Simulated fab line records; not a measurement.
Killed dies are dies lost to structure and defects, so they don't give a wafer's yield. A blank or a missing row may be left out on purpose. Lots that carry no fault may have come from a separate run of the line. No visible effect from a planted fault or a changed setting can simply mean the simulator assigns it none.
Which of the tools did it? -- flow n5Finfet -- Sampling: 24 lots, 72 wafers, 6 of 1938 route steps

== WHAT THE GAUGES READ, wafer by wafer ==
N5_ZERO_LAYER_CD_MEAS_11: target cd 2000 nm. Usual: cdNm at 1999.8 nm, with a standard deviation of 2.6.
lot,measured,on,cdNm (nm),flag
L074,day 1 12:38,cdSem-02,2001.7 2001.6 1999.6,
L075,day 1 18:47,cdSem-01,2000.6 1998.9 1999.8,
L076,day 2 00:40,cdSem-01,2000.0 1999.2 1999.8,
L077,day 2 06:38,cdSem-03,2000.5 2003.8 2000.2,
L078,day 2 12:38,cdSem-02,2003.5 2004.9 2006.0,
L079,day 2 18:40,cdSem-02,2000.0 2003.9 1999.1,
L080,day 3 00:38,cdSem-03,1996.2 1995.3 1998.1,
L081,day 3 06:38,cdSem-02,1995.5 2001.0 1997.8,
L082,day 3 12:38,cdSem-02,2000.2 2001.0 1998.9,
L083,day 3 18:38,cdSem-02,2000.6 2000.8 1997.5,
L084,day 4 00:38,cdSem-01,1997.8 1998.0 1996.0,
L085,day 4 06:41,cdSem-01,1997.3 2001.3 1996.3,
L086,day 4 12:46,cdSem-03,2001.2 2001.3 2000.7,
L087,day 4 18:40,cdSem-01,2004.3 2003.1 2006.0,
L088,day 5 00:38,cdSem-01,1997.0 2002.0 1996.8,
L089,day 5 06:38,cdSem-03,1998.0 2000.7 1998.1,
L090,day 5 12:46,cdSem-02,1994.8 1999.6 2005.5,
L091,day 5 18:38,cdSem-01,2000.3 2002.3 2002.6,
L092,day 6 00:46,cdSem-03,2000.0 2002.3 2003.7,
L093,day 6 06:38,cdSem-03,1997.9 1996.9 2002.8,
L094,day 6 12:38,cdSem-02,1999.2 2001.2 1997.0,
L095,day 6 18:46,cdSem-01,2004.4 1997.9 2002.9,
L096,day 7 00:47,cdSem-02,1995.9 1996.5 2002.7,
L097,day 7 06:46,cdSem-03,2001.7 1999.8 2003.3,

N5_FIN_SAQP_THK_MEAS_05. Usual: thkNm at 38.0 nm, with a standard deviation of 0.66.
lot,measured,on,thkNm (nm),flag
L074,day 1 21:00,filmMetro-01,37.1 38.1 38.1,
L075,day 2 04:24,filmMetro-01,38.2 38.9 38.0,
L076,day 2 08:47,filmMetro-01,37.6 39.0 38.8,
L077,day 2 15:08,filmMetro-01,38.8 38.7 39.2,
L078,day 2 20:55,filmMetro-01,37.8 37.6 39.1,
L079,day 3 02:48,filmMetro-01,36.9 38.3 37.9,
L080,day 3 10:12,filmMetro-02,38.4 39.1 38.5,
L081,day 3 15:14,filmMetro-02,37.5 38.0 38.0,
L082,day 3 21:14,filmMetro-02,37.0 37.7 37.5,
L083,day 4 03:37,filmMetro-01,37.1 38.0 37.9,
L084,day 4 09:21,filmMetro-02,37.3 36.8 36.7,
L085,day 4 15:17,filmMetro-01,37.5 38.0 37.9,
L086,day 4 20:41,filmMetro-02,38.1 38.9 38.5,
L087,day 5 03:27,filmMetro-01,38.1 39.1 38.5,
L088,day 5 08:47,filmMetro-02,38.0 39.7 38.8,
L089,day 5 15:44,filmMetro-01,38.3 37.6 38.8,
L090,day 5 20:53,filmMetro-02,37.0 37.5 38.6,
L091,day 6 02:46,filmMetro-01,37.1 37.4 37.4,
L092,day 6 09:10,filmMetro-02,37.5 37.3 38.2,
L093,day 6 17:00,filmMetro-01,38.4 39.0 38.6,
L094,day 6 21:47,filmMetro-01,37.8 39.0 38.4,
L095,day 7 04:02,filmMetro-02,37.4 37.9 37.8,
L096,day 7 10:19,filmMetro-01,37.2 38.6 36.8,
L097,day 7 14:59,filmMetro-01,38.5 37.9 38.3,

N5_FIN_SAQP_OVL_MEAS_17. Usual: FIN_CORE_OVL typically reads 0.2 nm, with standard deviation 1.1.
lot,measured,on,FIN_CORE_OVL (nm),flag
L074,day 1 21:49,overlay-01,0.2 0.2 1.0,
L075,day 2 05:12,overlay-01,0.9 0.1 1.3,
L076,day 2 09:31,overlay-01,-0.9 -0.6 -0.5,
L077,day 2 15:51,overlay-01,-0.1 0.5 -1.1,
L078,day 2 21:40,overlay-01,1.0 1.5 1.2,
L079,day 3 03:24,overlay-02,-0.1 -0.9 2.0,
L080,day 3 10:49,overlay-01,0.4 1.8 0.5,
L081,day 3 15:50,overlay-01,0.3 0.4 2.0,
L082,day 3 21:50,overlay-01,-0.5 -0.4 1.0,
L083,day 4 04:14,overlay-01,0.1 0.8 2.1,
L084,day 4 10:07,overlay-01,-0.3 -0.3 0.3,
L085,day 4 16:01,overlay-02,0.0 1.5 -0.3,
L086,day 4 21:25,overlay-01,2.3 2.9 4.3,
L087,day 5 04:04,overlay-02,1.5 0.6 -0.2,
L088,day 5 09:32,overlay-01,0.4 -0.3 0.6,
L089,day 5 16:20,overlay-02,1.5 0.8 0.1,
L090,day 5 21:29,overlay-02,-0.7 -0.9 -1.3,
L091,day 6 03:29,overlay-02,0.4 -1.2 1.1,
L092,day 6 09:54,overlay-01,-1.6 0.4 -1.2,
L093,day 6 17:44,overlay-01,0.0 0.9 1.2,
L094,day 6 22:31,overlay-01,-1.0 -1.3 -0.3,
L095,day 7 04:46,overlay-02,0.6 1.4 0.3,
L096,day 7 10:55,overlay-02,-0.3 0.3 0.1,
L097,day 7 15:43,overlay-01,-2.2 -1.2 -2.1,

N5_FIN_SAQP_INSPECT_18: inspects for defects (brightfield). Usual: rawDefectCount at 435, with a standard deviation of 140.
lot,measured,on,rawDefectCount,flag
L074,day 1 21:50,defectInspect-02,506 366 303,
L075,day 2 05:13,defectInspect-02,608 519 405,
L076,day 2 09:32,defectInspect-02,398 304 420,
L077,day 2 15:52,defectInspect-01,386 395 547,
L078,day 2 21:41,defectInspect-02,474 346 428,
L079,day 3 03:26,defectInspect-02,479 330 476,
L080,day 3 10:50,defectInspect-02,645 535 736,
L081,day 3 15:52,defectInspect-01,317 292 285,
L082,day 3 21:52,defectInspect-02,598 453 436,
L083,day 4 04:15,defectInspect-01,327 286 221,
L084,day 4 10:08,defectInspect-02,422 552 465,
L085,day 4 16:02,defectInspect-01,251 304 295,
L086,day 4 21:26,defectInspect-01,352 369 244,
L087,day 5 04:05,defectInspect-01,427 491 380,
L088,day 5 09:33,defectInspect-02,288 360 344,
L089,day 5 16:22,defectInspect-02,827 510 519,
L090,day 5 21:31,defectInspect-02,386 330 275,
L091,day 6 03:31,defectInspect-01,612 686 571,
L092,day 6 09:56,defectInspect-02,403 474 420,
L093,day 6 17:46,defectInspect-02,311 504 358,
L094,day 6 22:32,defectInspect-02,571 326 428,
L095,day 7 04:47,defectInspect-01,750 631 578,
L096,day 7 10:56,defectInspect-01,268 265 461,
L097,day 7 15:46,defectInspect-02,589 422 318,

== EACH LOT AND THE TOOL THAT RAN IT (in order: tool; ch and the chambers of the sampled wafers; start) ==
lot,N5_ZERO_LAYER_ETCH_18,N5_ZERO_LAYER_STRIP_24
L074,"rieSi-03 ch 0,1,3, day 1 12:48","plasmaAsher-02 ch 0,1, day 1 12:54"
L075,"rieSi-03 ch 0,2,3, day 1 18:56","plasmaAsher-01 ch 0,1, day 1 19:02"
L076,"rieSi-03 ch 2,3, day 2 01:04","plasmaAsher-02 ch 0,1, day 2 01:12"
L077,"rieSi-02 ch 0,3, day 2 06:47","plasmaAsher-01 ch 0,1, day 2 06:55"
L078,"rieSi-01 ch 1,2,3, day 2 12:59","plasmaAsher-01 ch 0,1, day 2 13:05"
L079,"rieSi-02 ch 1,2,3, day 2 18:48","plasmaAsher-02 ch 1, day 2 18:55"
L080,"rieSi-03 ch 1,2,3, day 3 00:47","plasmaAsher-01 ch 0,1, day 3 00:54"
L081,"rieSi-03 ch 2,3, day 3 06:49","plasmaAsher-01 ch 0,1, day 3 06:55"
L082,"rieSi-03 ch 0,2,3, day 3 12:47","plasmaAsher-02 ch 0,1, day 3 12:53"
L083,"rieSi-03 ch 0,1,3, day 3 18:47","plasmaAsher-01 ch 0,1, day 3 18:55"
L084,"rieSi-02 ch 1,2,3, day 4 01:09","plasmaAsher-01 ch 0,1, day 4 01:16"
L085,"rieSi-01 ch 0,1,3, day 4 06:50","plasmaAsher-02 ch 0,1, day 4 06:56"
L086,"rieSi-03 ch 0,1,2, day 4 12:55","plasmaAsher-02 ch 0,1, day 4 13:02"
L087,"rieSi-03 ch 1,2,3, day 4 19:00","plasmaAsher-01 ch 0,1, day 4 19:06"
L088,"rieSi-01 ch 1,2,3, day 5 00:50","plasmaAsher-01 ch 0,1, day 5 00:56"
L089,"rieSi-02 ch 0,1,3, day 5 06:47","plasmaAsher-02 ch 0,1, day 5 06:53"
L090,"rieSi-03 ch 1,2, day 5 12:55","plasmaAsher-01 ch 0, day 5 13:01"
L091,"rieSi-02 ch 0,2, day 5 18:47","plasmaAsher-02 ch 0,1, day 5 18:55"
L092,"rieSi-02 ch 0,1,2, day 6 00:55","plasmaAsher-02 ch 0,1, day 6 01:01"
L093,"rieSi-01 ch 1,2,3, day 6 06:47","plasmaAsher-01 ch 0,1, day 6 06:53"
L094,"rieSi-01 ch 0,1,2, day 6 13:25","plasmaAsher-01 ch 1, day 6 13:31"
L095,"rieSi-03 ch 1,2,3, day 6 18:55","plasmaAsher-01 ch 0,1, day 6 19:04"
L096,"rieSi-01 ch 0,2,3, day 7 01:02","plasmaAsher-02 ch 0,1, day 7 01:09"
L097,"rieSi-02 ch 2,3, day 7 06:55","plasmaAsher-02 ch 0,1, day 7 07:01"
- N5_ZERO_LAYER_ETCH_18: etches Si in HBr/Cl2, target depth 120 nm, time 40 s.
- N5_ZERO_LAYER_STRIP_24: strips in O2.

== WHAT THE TOOLS THEMSELVES READ (means of the sampled wafers that have a number; where no wafer has one, the mark that the record gives instead) ==
N5_ZERO_LAYER_ETCH_18. Usual: drypumpMotorCurrentA 5.6 A, standard deviation 0.5; oesProductAu 1.003 a.u., standard deviation 0.02; throttleValvePct 36.2 %, standard deviation 0.45.
lot,tool,drypumpMotorCurrentA (A),oesProductAu (a.u.),throttleValvePct (%),flag
L074,rieSi-03,5.7,1.008,36.0,
L075,rieSi-03,5.9,1.005,36.0,
L076,rieSi-03,5.6,1.018,36.2,
L077,rieSi-02,5.7,1.006,36.5,
L078,rieSi-01,5.3,0.981,36.6,
L079,rieSi-02,5.4,1.007,36.1,
L080,rieSi-03,5.4,1.009,35.9,
L081,rieSi-03,5.6,1.004,35.9,
L082,rieSi-03,5.9,1.002,36.0,
L083,rieSi-03,5.7,1.006,36.0,
L084,rieSi-02,5.4,1.014,36.0,
L085,rieSi-01,5.5,0.991,36.5,
L086,rieSi-03,5.7,0.987,35.7,
L087,rieSi-03,5.4,1.001,35.9,
L088,rieSi-01,5.3,0.985,36.6,
L089,rieSi-02,5.5,1.008,36.3,
L090,rieSi-03,5.5,0.987,35.6,
L091,rieSi-02,6.0,1.025,36.3,
L092,rieSi-02,5.9,1.013,36.4,
L093,rieSi-01,5.3,0.979,36.6,
L094,rieSi-01,5.8,0.994,36.6,
L095,rieSi-03,5.4,1.002,35.9,
L096,rieSi-01,5.5,0.997,36.5,
L097,rieSi-02,5.5,1.024,36.0,

N5_ZERO_LAYER_STRIP_24. Usual: drypumpMotorCurrentA 5.5 A, standard deviation 0.34; heaterPowerW 340 W, standard deviation 40; oesProductAu 0.647 a.u., standard deviation 0.0042; stripTimeToEndpointS 43.92 s, standard deviation 0.094.
lot,tool,drypumpMotorCurrentA (A),heaterPowerW (W),oesProductAu (a.u.),stripTimeToEndpointS (s),flag
L074,plasmaAsher-02,5.5,300,0.644,44.04,
L075,plasmaAsher-01,5.6,380,0.644,43.84,
L076,plasmaAsher-02,5.1,299,0.644,43.86,
L077,plasmaAsher-01,5.5,369,0.650,44.01,
L078,plasmaAsher-01,5.6,381,0.648,43.97,
L079,plasmaAsher-02,4.9,298,0.643,43.80,
L080,plasmaAsher-01,5.6,377,0.646,43.85,
L081,plasmaAsher-01,5.6,380,0.646,43.98,
L082,plasmaAsher-02,5.5,298,0.648,43.83,
L083,plasmaAsher-01,5.6,382,0.645,43.78,
L084,plasmaAsher-01,5.5,370,0.645,43.95,
L085,plasmaAsher-02,5.5,302,0.649,43.96,
L086,plasmaAsher-02,5.2,299,0.650,43.91,
L087,plasmaAsher-01,5.5,372,0.648,44.05,
L088,plasmaAsher-01,5.5,371,0.645,43.94,
L089,plasmaAsher-02,5.2,297,0.647,43.88,
L090,plasmaAsher-01,5.6,389,0.646,43.97,
L091,plasmaAsher-02,5.5,295,0.646,43.87,
L092,plasmaAsher-02,5.5,298,0.643,43.93,
L093,plasmaAsher-01,5.6,384,0.646,43.87,
L094,plasmaAsher-01,5.4,360,0.647,43.88,
L095,plasmaAsher-01,5.5,374,0.645,43.80,
L096,plasmaAsher-02,5.2,298,0.649,44.02,
L097,plasmaAsher-02,5.5,299,0.642,43.84,

== THE ANSWER, worked out from the rows above alone ==
Rule: a lot counts as off when the mean over its wafers that have a number is more than 3 standard deviations away from the usual mean. Also off: a lot with no number at a reading for which 4 or more lots have one. The other lots that the step has rows for count as sound. First the gauges in route order, then the tools' own readings, where a lot's mean is used as printed above. At the first step where some lot is off, the reading lying furthest off is the one used; lots without a number count as furthest.
Across all readings shown, no lot is off: no conclusion can be drawn from this.

== WHAT THE SIMULATOR PUT IN ==
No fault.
